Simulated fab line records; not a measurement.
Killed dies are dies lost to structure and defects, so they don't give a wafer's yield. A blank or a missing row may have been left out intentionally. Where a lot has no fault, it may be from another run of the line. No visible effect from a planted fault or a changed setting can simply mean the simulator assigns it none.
Matching of chambers + flow n5_finfet + 4 sister chambers for N5_GATE_CUT_STRIP_42 on rie_diel-02
The step strips in O2. 4 wafers are shown with their chamber, then 12 later ones without.

WAFERS PAIRED WITH THEIR CHAMBERS
| wafer  | chamber | drypump_motor_current_A (A) |
|--------|---------|-----------------------------|
| L092.3 | 0       | 5.9                         |
| L094.2 | 2       | 5.2                         |
| L094.4 | 1       | 5.4                         |
| L094.6 | 3       | 5.8                         |

WAFERS MISSING THEIR CHAMBER
| wafer  | drypump_motor_current_A (A) |
|--------|-----------------------------|
| L095.1 | 5.4                         |
| L095.2 | 5.2                         |
| L095.3 | 5.7                         |
| L095.4 | 5.9                         |
| L095.5 | 5.8                         |
| L095.6 | 5.9                         |
| L096.2 | 5.9                         |
| L096.4 | 5.4                         |
| L096.6 | 5.4                         |
| L097.3 | 5.4                         |
| L097.4 | 5.9                         |
| L097.5 | 5.4                         |

EACH ONE'S CHAMBER
| wafer  | from the rows above | in truth |
|--------|---------------------|----------|
| L095.1 | 1                   | 1        |
| L095.2 | 2                   | 2        |
| L095.3 | 3                   | 3        |
| L095.4 | 0                   | 0        |
| L095.5 | 3                   | 3        |
| L095.6 | 0                   | 0        |
| L096.2 | 0                   | 0        |
| L096.4 | 1                   | 1        |
| L096.6 | 1                   | 1        |
| L097.3 | 1                   | 1        |
| L097.4 | 0                   | 0        |
| L097.5 | 1                   | 1        |
12 of 12 placed correctly. Left unplaced by these rows: 0. Number placed wrongly: 0.
How it was worked out, from the rows above alone: a wafer's distance from a chamber is the root of the sum, over the readings, of the square of ((its reading less the chamber's mean) divided by the reading's scatter). If the next closest chamber is less than 2 further off than the closest, the wafer can't be placed; otherwise it belongs to the closest. For every chamber, the mean is computed from those of its wafers that are shown. The scatter: root of mean squared gap, hidden wafer to nearest shown wafer, with one shown wafer a chamber.
